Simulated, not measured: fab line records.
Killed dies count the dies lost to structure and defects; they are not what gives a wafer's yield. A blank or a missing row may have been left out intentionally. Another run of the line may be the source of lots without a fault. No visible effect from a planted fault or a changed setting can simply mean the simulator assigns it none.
What tool caused it? | flow nandHarc | 24 lots with 72 wafers sampled at 3 steps, on a route of 1159 steps

== WHAT THE GAUGES SHOWED, per wafer ==
NHARC_A_SGD_CUT_CD_MEAS_09: the cd target is 100 nm. Usual: 99.8 nm for cdNm, sd 0.68.
lot  | measured     | on       | cdNm (nm)         | flag
L075 | day 14 02:32 | cdSem-02 | 98.8 99.3 99.9    | 
L076 | day 14 02:42 | cdSem-02 | 99.7 100.5 100.8  | 
L074 | day 14 02:53 | cdSem-01 | 99.9 100.3 100.2  | 
L079 | day 14 11:37 | cdSem-03 | 99.4 99.6 99.5    | 
L078 | day 14 11:47 | cdSem-03 | 100.0 99.2 99.9   | 
L077 | day 14 13:06 | cdSem-01 | 99.2 100.4 99.6   | 
L080 | day 15 01:37 | cdSem-01 | 99.0 98.6 98.5    | 
L082 | day 15 01:47 | cdSem-01 | 99.8 99.5 100.5   | 
L081 | day 15 14:13 | cdSem-02 | 100.3 100.5 101.0 | 
L084 | day 16 03:52 | cdSem-03 | 99.3 98.8 100.0   | 
L083 | day 16 04:01 | cdSem-01 | 100.1 99.6 99.8   | 
L087 | day 16 23:45 | cdSem-03 | 100.2 98.8 99.2   | 
L085 | day 16 23:54 | cdSem-02 | 99.3 99.0 99.6    | 
L088 | day 17 01:18 | cdSem-03 | 100.2 99.0 100.0  | 
L086 | day 17 03:14 | cdSem-02 | 100.5 99.8 100.1  | 
L089 | day 17 13:25 | cdSem-01 | 99.9 99.4 99.7    | 
L091 | day 17 16:41 | cdSem-01 | 100.5 100.3 99.6  | 
L090 | day 17 16:56 | cdSem-02 | 101.0 100.8 100.7 | 
L094 | day 18 05:41 | cdSem-01 | 100.4 101.4 100.4 | 
L093 | day 18 05:58 | cdSem-01 | 98.5 98.5 99.5    | 
L092 | day 18 19:49 | cdSem-01 | 100.0 101.2 100.6 | 
L095 | day 19 09:49 | cdSem-03 | 99.0 100.4 100.8  | 
L096 | day 19 20:07 | cdSem-02 | 99.8 99.8 100.6   | 
L097 | day 19 20:39 | cdSem-02 | 100.3 99.1 100.7  | 

NHARC_A_SGD_CUT_INSPECT_25. Usual: 294 for rawDefectCount, sd 78.
lot  | measured     | on               | rawDefectCount | flag
L075 | day 14 09:08 | defectInspect-02 | 264 304 336    | 
L076 | day 14 09:10 | defectInspect-01 | 206 242 347    | 
L074 | day 14 09:07 | defectInspect-01 | 217 243 269    | 
L079 | day 14 18:05 | defectInspect-02 | 335 215 281    | 
L078 | day 14 18:01 | defectInspect-02 | 382 443 336    | 
L077 | day 14 18:09 | defectInspect-02 | 316 258 220    | 
L080 | day 15 08:02 | defectInspect-01 | 195 189 219    | 
L082 | day 15 08:03 | defectInspect-02 | 293 468 306    | 
L081 | day 15 20:47 | defectInspect-01 | 420 445 475    | 
L084 | day 16 11:58 | defectInspect-01 | 187 228 183    | 
L083 | day 16 11:57 | defectInspect-02 | 268 344 356    | 
L087 | day 17 06:19 | defectInspect-01 | 282 397 293    | 
L085 | day 17 06:21 | defectInspect-01 | 359 311 298    | 
L088 | day 17 06:24 | defectInspect-02 | 259 390 297    | 
L086 | day 17 11:19 | defectInspect-01 | 180 220 183    | 
L089 | day 17 20:06 | defectInspect-02 | 286 262 239    | 
L091 | day 18 02:04 | defectInspect-01 | 185 250 181    | 
L090 | day 18 01:56 | defectInspect-02 | 273 374 339    | 
L094 | day 18 12:18 | defectInspect-01 | 302 317 266    | 
L093 | day 18 12:17 | defectInspect-02 | 312 283 252    | 
L092 | day 19 03:37 | defectInspect-02 | 359 308 322    | 
L095 | day 19 16:23 | defectInspect-01 | 430 338 334    | 
L096 | day 20 02:29 | defectInspect-01 | 251 246 285    | 
L097 | day 20 02:37 | defectInspect-01 | 350 349 327    | 

== TOOL THAT RAN EACH LOT (tool first, then ch and the chambers of the sampled wafers, then the start) ==
lot  | NHARC_A_STAIRCASE_CMP_152
L075 | cmp-02 ch 0,1,3, day 14 00:02
L076 | cmp-03 ch 0,2,3, day 14 00:19
L074 | cmp-02 ch 2,3, day 14 00:21
L079 | cmp-01 ch 0,1,2, day 14 09:03
L078 | cmp-03 ch 1,2,3, day 14 09:11
L077 | cmp-02 ch 0,2,3, day 14 10:32
L080 | cmp-02 ch 1,2,3, day 14 22:55
L082 | cmp-03 ch 0,1,3, day 14 23:07
L081 | cmp-02 ch 0,3, day 15 11:50
L084 | cmp-02 ch 0,2,3, day 16 00:52
L083 | cmp-01 ch 1,2,3, day 16 00:57
L087 | cmp-01 ch 0,1,2, day 16 21:00
L085 | cmp-03 ch 0,1,2, day 16 21:05
L088 | cmp-03 ch 0,1,3, day 16 22:44
L086 | cmp-01 ch 1,3, day 17 00:31
L089 | cmp-01 ch 1,2,3, day 17 10:27
L091 | cmp-02 ch 0,1,2, day 17 14:10
L090 | cmp-03 ch 0,1,3, day 17 14:20
L094 | cmp-01 ch 0,1,2, day 18 03:07
L093 | cmp-03 ch 1,2, day 18 03:30
L092 | cmp-03 ch 1,2,3, day 18 17:13
L095 | cmp-02 ch 0,2,3, day 19 07:17
L096 | cmp-03 ch 1,2,3, day 19 17:40
L097 | cmp-02 ch 1,2, day 19 18:05
- NHARC_A_STAIRCASE_CMP_152: polishes.

== AS READ BY THE TOOLS THEMSELVES (means over the sampled wafers that have a number; for cases with no such wafer, the mark the record gives instead) ==
NHARC_A_STAIRCASE_CMP_152. Usual: motorCurrentA 12.4 A, standard deviation 1.1; retainingRingPressureFrac 1.000, standard deviation 0.0047.
lot  | tool   | motorCurrentA (A) | retainingRingPressureFrac | flag
L075 | cmp-02 | 12.3              | 0.996                     | 
L076 | cmp-03 | 13.2              | 0.998                     | 
L074 | cmp-02 | 12.5              | 1.005                     | 
L079 | cmp-01 | 12.5              | 1.003                     | 
L078 | cmp-03 | 12.3              | 1.002                     | 
L077 | cmp-02 | 13.0              | 0.997                     | 
L080 | cmp-02 | 12.0              | 0.999                     | 
L082 | cmp-03 | 11.8              | 1.003                     | 
L081 | cmp-02 | 12.8              | 1.001                     | 
L084 | cmp-02 | 12.7              | 1.003                     | 
L083 | cmp-01 | 12.2              | 0.999                     | 
L087 | cmp-01 | 12.8              | 1.001                     | 
L085 | cmp-03 | 12.8              | 1.003                     | 
L088 | cmp-03 | 11.8              | 1.000                     | 
L086 | cmp-01 | 12.7              | 1.000                     | 
L089 | cmp-01 | 12.4              | 1.003                     | 
L091 | cmp-02 | 11.9              | 0.996                     | 
L090 | cmp-03 | 11.6              | 0.999                     | 
L094 | cmp-01 | 12.2              | 1.003                     | 
L093 | cmp-03 | 13.4              | 0.998                     | 
L092 | cmp-03 | 11.9              | 1.005                     | 
L095 | cmp-02 | 12.5              | 0.999                     | 
L096 | cmp-03 | 12.0              | 1.004                     | 
L097 | cmp-02 | 12.3              | 1.004                     | 

== THE ANSWER, worked out from the rows above alone ==
Rule: lot off if the mean of its wafers having a number is beyond 3 standard deviations from the usual mean. A lot without any number at a reading at which 4 lots or more have one is off too. The other lots that the step has rows for count as sound. After the gauges, taken in route order, come the tools' own readings; for these a lot's mean is taken, as printed above. At the first step where some lot is off, the reading lying furthest off is the one used; lots without a number count as furthest.
No lot is off on any of the readings shown, so nothing can be concluded from this.

== WHAT THE SIMULATOR HAD PUT IN ==
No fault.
